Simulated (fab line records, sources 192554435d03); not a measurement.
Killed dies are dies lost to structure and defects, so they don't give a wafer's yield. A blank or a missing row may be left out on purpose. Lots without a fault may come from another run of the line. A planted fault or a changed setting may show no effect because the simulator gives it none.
Which tool did it? | flow n5_finfet | 12 lots, 36 wafers sampled, at 1 step of a route of 1938

WHAT THE GAUGES READ, wafer by wafer
N5_BEOL_M5_THK_MEAS_01.
lot  | measured     | on            | M5_ILD_THK (nm)
L075 | day 8 00:52  | film_metro-01 | 118.6 120.1 120.8
L076 | day 8 20:17  | film_metro-01 | 123.0 124.3 124.1
L079 | day 9 15:39  | film_metro-02 | 119.9 124.5 120.5
L080 | day 9 18:14  | film_metro-02 | 119.6 119.8 122.3
L083 | day 10 17:02 | film_metro-01 | 122.0 122.8 124.8
L085 | day 10 23:24 | film_metro-02 | 123.9 121.0 122.6
L088 | day 11 15:52 | film_metro-02 | 123.4 119.9 118.7
L089 | day 12 00:00 | film_metro-02 | 123.0 121.5 122.4
L091 | day 12 06:59 | film_metro-02 | 121.0 118.9 121.6
L092 | day 13 01:15 | film_metro-01 | 119.3 119.3 120.6
L095 | day 13 05:28 | film_metro-01 | 123.3 119.0 121.3
L097 | day 13 11:55 | film_metro-02 | 119.0 120.1 121.6

WHICH TOOL RAN EACH LOT (tool, then ch and the chambers of the sampled wafers, then the start)
The record holds no process step before these readings.

THE ANSWER, worked out from the rows above alone
Rule: what is usual is taken from the lots themselves. Put in order of their means at a reading, lots are off if they are a third of the lots or fewer, leave a main group of 4 or more, and stand apart from it by a gap of 3 or more times the standard deviation of the main group's means; of several such gaps the widest counts. A main group whose means are all the same, to the digits that the tables above print for the reading, isn't used. A lot without any number at a reading at which 4 lots or more have one is off too. The other lots that the step has rows for count as sound.
No lot is off at any reading shown: from this, nothing can be told.

WHAT THE SIMULATOR HAD PUT IN
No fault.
